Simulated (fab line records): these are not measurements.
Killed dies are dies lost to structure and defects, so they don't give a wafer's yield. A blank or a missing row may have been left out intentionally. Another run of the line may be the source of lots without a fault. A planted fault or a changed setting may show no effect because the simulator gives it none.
Split-lot trial + flow n5_finfet + on a route of 1938 steps: 7 lots, 21 wafers read

== ABOUT THE SPLIT ==
At N5_BEOL_M1_ETCH_70 (etches SOC in N2/H2, target depth 80 nm, overetch 16 nm, time 120 s), the setting time_s was moved away from the recipe's 120 s on 9 of the 21 wafers read, by -22.0% to +20.5%. All remaining wafers had this setting at the recipe value.

The reading is taken at the split's own step.

== THE READING ==
SiARC_of_BEOL_M1_COAT_68.thk_nm (the simulator's own value, which no gauge read), in nm, at N5_BEOL_M1_ETCH_70 (etches SOC in N2/H2, target depth 80 nm, overetch 16 nm, time 120 s). The file gives no usual value for it. Here, 12 wafers ran the recipe; their average is 6.5 nm with a standard deviation of 0.19 nm.

| wafer  | tool, chamber at the split | time_s as run, s | against the recipe | SiARC_of_BEOL_M1_COAT_68.thk_nm, nm | against lot-mates on the recipe |
|--------|----------------------------|------------------|--------------------|-------------------------------------|---------------------------------|
| L079.1 | rie_diel-03, 2             | 129.1            | +7.6%              | 6.2                                 | -0.6                            |
| L079.2 | rie_diel-03, 0             | 129.1            | +7.6%              | 6.4                                 | -0.4                            |
| L079.5 | rie_diel-03, 0             | 120              | recipe             | 6.8                                 | -                               |
| L090.1 | rie_diel-01, 1             | 132.4            | +10.3%             | 6                                   | -0.6                            |
| L090.5 | rie_diel-01, 1             | 132.4            | +10.3%             | 6                                   | -0.6                            |
| L090.3 | rie_diel-01, 3             | 120              | recipe             | 6.6                                 | -                               |
| L088.2 | rie_diel-04, 1,3           | 120              | recipe             | 6.2                                 | -                               |
| L088.4 | rie_diel-04, 1,3           | 120              | recipe             | 6.2                                 | -                               |
| L088.6 | rie_diel-04, 2             | 120              | recipe             | 6.4                                 | -                               |
| L092.1 | rie_diel-01, 0             | 93.59            | -22.0%             | 7.4                                 | +0.8                            |
| L092.2 | rie_diel-01, 1             | 93.59            | -22.0%             | 7.8                                 | +1.2                            |
| L092.3 | rie_diel-01, 2             | 120              | recipe             | 6.6                                 | -                               |
| L094.1 | rie_diel-01, 3             | 120              | recipe             | 6.6                                 | -                               |
| L094.6 | rie_diel-01, 3             | 120              | recipe             | 6.6                                 | -                               |
| L094.4 | rie_diel-01, 2             | 128.9            | +7.4%              | 6.2                                 | -0.4                            |
| L096.1 | rie_diel-01, 2,1           | 144.6            | +20.5%             | 5.4                                 | -1.2                            |
| L096.3 | rie_diel-01, 2,1           | 144.6            | +20.5%             | 5.4                                 | -1.2                            |
| L096.6 | rie_diel-01, 3             | 120              | recipe             | 6.6                                 | -                               |
| L095.1 | rie_diel-01, 3             | 120              | recipe             | 6.6                                 | -                               |
| L095.2 | rie_diel-01, 1             | 120              | recipe             | 6.4                                 | -                               |
| L095.6 | rie_diel-01, 0             | 120              | recipe             | 6.2                                 | -                               |
The file does not say which wafer passed through which chamber wherever a row lists several chambers: such a row stands for several wafers.

FIT RESULTS
A straight line over all 21 wafers: SiARC_of_BEOL_M1_COAT_68.thk_nm changes by -0.0499 nm for each +1% of time_s; r = -0.95; the points scatter about the line by 0.18 nm.
The same after taking each lot's own level away (the mean of its wafers on the recipe; 21 wafers): -0.0522 nm for each +1%; r = -0.98; scatter 0.12 nm.
That fit puts the effect of the largest move of time_s on the reading at 1.1 nm.
Measured against the standard deviation above, the lots' own levels, which go from 6.27 to 6.80 nm, span 2.8 times it.
Consequently the slope shifts little with the lot-to-lot level, the two slopes agreeing.
Check: +1.25 nm against its lot-mates is what the line predicts for one of the wafers moved furthest among these (-22.0%) when that wafer is left out of the fit. It came out at +0.8 nm against them.

== THE OTHER SPLITS THESE WAFERS WENT THROUGH ==
These wafers also went through other splits before the reading. Each is held against what the fit with the lots' levels taken away leaves over:
| other split on the same wafers    | wafers away from the commonest value | r with SiARC_of_BEOL_M1_COAT_68.thk_nm (lot level and that fit taken away) |
|-----------------------------------|--------------------------------------|----------------------------------------------------------------------------|
| N5_BEOL_M0_SAQP_EXPOSE_37 dose_mj | 7                                    | -0.22                                                                      |
| N5_BEOL_M1_ILD_DEP_00 time_s      | 4                                    | +0.03                                                                      |
| N5_BEOL_M1_COAT_61 spin_rpm       | 7                                    | +0.22                                                                      |
| N5_BEOL_M1_EXPOSE_25 dose_mj      | 9                                    | -0.25                                                                      |

== FILE'S OWN FIT ==
SiARC_of_BEOL_M1_COAT_68.thk_nm changes by -0.053 nm for each +1% of time_s, r = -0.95.
